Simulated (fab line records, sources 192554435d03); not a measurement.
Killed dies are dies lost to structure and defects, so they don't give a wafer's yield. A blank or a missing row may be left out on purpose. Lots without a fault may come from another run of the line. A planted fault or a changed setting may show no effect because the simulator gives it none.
Split-lot experiment | flow n5_finfet | 7 lots, 39 wafers read, on a route of 1938 steps

THE SPLIT
At N5_DUMMY_GATE_ETCH_31 (etches SiO2 in C4F6/O2, target depth 82.5 nm, time 27.5 s), the setting target_depth_a was moved away from the recipe's 825 angstrom on 15 of the 39 wafers read, by -10.2% to +10.3%. The other wafers ran this setting at the recipe's value.

The reading is taken at the split's own step.

THE READING
SOC_of_DUMMY_GATE_COAT_34.thk_nm (the simulator's own value, which no gauge read), in nm, at N5_DUMMY_GATE_ETCH_31 (etches SiO2 in C4F6/O2, target depth 82.5 nm, time 27.5 s). The file gives no usual value for it. The 24 wafers here that ran the recipe average 52.0 nm, standard deviation 0.2 nm.

wafer  | tool, chamber at the split | target_depth_a as run, angstrom | against the recipe | SOC_of_DUMMY_GATE_COAT_34.thk_nm, nm | against lot-mates on the recipe
L075.1 | rie_diel-04, 0             | 853.8                           | +3.5%              | 51.6                                 | -0.5
L075.2 | rie_diel-04, 1             | 853.8                           | +3.5%              | 51.4                                 | -0.7
L075.3 | rie_diel-04, 3             | 825                             | recipe             | 52.2                                 | -
L075.4 | rie_diel-04, 2             | 825                             | recipe             | 52                                   | -
L075.5 | rie_diel-04, 2             | 825                             | recipe             | 52                                   | -
L075.6 | rie_diel-04, 3             | 853.8                           | +3.5%              | 51.8                                 | -0.3
L076.1 | rie_diel-04, 0             | 906.2                           | +9.8%              | 51.2                                 | -0.9
L076.2 | rie_diel-04, 2             | 825                             | recipe             | 52.2                                 | -
L076.3 | rie_diel-04, 3             | 906.2                           | +9.8%              | 51.2                                 | -0.9
L076.4 | rie_diel-04, 1             | 906.2                           | +9.8%              | 51                                   | -1.1
L076.5 | rie_diel-04, 1             | 825                             | recipe             | 52                                   | -
L076.6 | rie_diel-04, 2             | 825                             | recipe             | 52                                   | -
L081.2 | rie_diel-06, 1             | 825                             | recipe             | 52                                   | -
L081.3 | rie_diel-06, 3             | 825                             | recipe             | 51.6                                 | -
L081.5 | rie_diel-06, 2             | 825                             | recipe             | 52.2                                 | -
L085.1 | rie_diel-04, 1             | 773.2                           | -6.3%              | 52.6                                 | +0.5
L085.2 | rie_diel-04, 0             | 773.2                           | -6.3%              | 52.8                                 | +0.7
L085.3 | rie_diel-04, 3             | 825                             | recipe             | 52.2                                 | -
L085.4 | rie_diel-04, 2             | 825                             | recipe             | 52.2                                 | -
L085.5 | rie_diel-04, 0             | 773.2                           | -6.3%              | 52.8                                 | +0.7
L085.6 | rie_diel-04, 1             | 825                             | recipe             | 52                                   | -
L089.1 | rie_diel-04, 2             | 909.6                           | +10.3%             | 51.4                                 | -0.6
L089.2 | rie_diel-04, 0             | 825                             | recipe             | 52                                   | -
L089.3 | rie_diel-04, 1             | 825                             | recipe             | 51.8                                 | -
L089.4 | rie_diel-04, 3             | 825                             | recipe             | 52.2                                 | -
L089.5 | rie_diel-04, 0             | 909.6                           | +10.3%             | 51.2                                 | -0.8
L089.6 | rie_diel-04, 3             | 909.6                           | +10.3%             | 51.2                                 | -0.8
L092.1 | rie_diel-06, 1             | 825                             | recipe             | 52.2                                 | -
L092.2 | rie_diel-06, 2             | 741.1                           | -10.2%             | 52.6                                 | +0.5
L092.3 | rie_diel-06, 0             | 741.1                           | -10.2%             | 52.8                                 | +0.7
L092.4 | rie_diel-06, 3             | 825                             | recipe             | 51.8                                 | -
L092.5 | rie_diel-06, 1             | 825                             | recipe             | 52.2                                 | -
L092.6 | rie_diel-06, 0             | 741.1                           | -10.2%             | 52.8                                 | +0.7
L093.1 | rie_diel-06, 2             | 825                             | recipe             | 51.8                                 | -
L093.2 | rie_diel-06, 0             | 825                             | recipe             | 52                                   | -
L093.3 | rie_diel-06, 3             | 825                             | recipe             | 51.6                                 | -
L093.4 | rie_diel-06, 1             | 825                             | recipe             | 52                                   | -
L093.5 | rie_diel-06, 0             | 825                             | recipe             | 52.2                                 | -
L093.6 | rie_diel-06, 3             | 825                             | recipe             | 51.6                                 | -

THE FIT
A straight line over all 39 wafers: SOC_of_DUMMY_GATE_COAT_34.thk_nm changes by -0.0827 nm for each +1% of target_depth_a; r = -0.92; the points scatter about the line by 0.19 nm.
The same after taking each lot's own level away (the mean of its wafers on the recipe; 39 wafers): -0.0804 nm for each +1%; r = -0.92; scatter 0.18 nm.
On that fit, the largest move of target_depth_a shifts the reading by 0.82 nm.
The lots' own levels span 51.87 to 52.13 nm, that is 1.3 times the standard deviation above.
So the lot-to-lot level changes the slope little: the two slopes agree.
Check: with one of the wafers moved furthest among these (+10.3%) left out of the fit, the line predicts -0.879 nm for it against its lot-mates. It came out at -0.6 nm against them.

OTHER SPLITS ON THESE WAFERS
These wafers also went through other splits before the reading. Each is held against what the fit with the lots' levels taken away leaves over:
other split on the same wafers  | wafers away from the commonest value | r with SOC_of_DUMMY_GATE_COAT_34.thk_nm (lot level and that fit taken away)
N5_DUMMY_GATE_EXPOSE_12 dose_mj | 18                                   | -0.20

THE WHOLE CHAIN: every reading that the file lists as answering this split, in the file's order
step                  | what it does                                              | reading                                                                           | change (the file's fit)                | r (the file's)
N5_DUMMY_GATE_ETCH_31 | etches SiO2 in C4F6/O2, target depth 82.5 nm, time 27.5 s | etch.depth_nm (the simulator's own value, which no gauge read)                    | +0.856 nm for each +1% of the setting  | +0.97
N5_DUMMY_GATE_ETCH_31 | etches SiO2 in C4F6/O2, target depth 82.5 nm, time 27.5 s | SOC_of_DUMMY_GATE_COAT_34.thk_nm (the simulator's own value, which no gauge read) | -0.0809 nm for each +1% of the setting | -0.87

THE FILE'S OWN FIT
SOC_of_DUMMY_GATE_COAT_34.thk_nm changes by -0.0809 nm for each +1% of target_depth_a, r = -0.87.
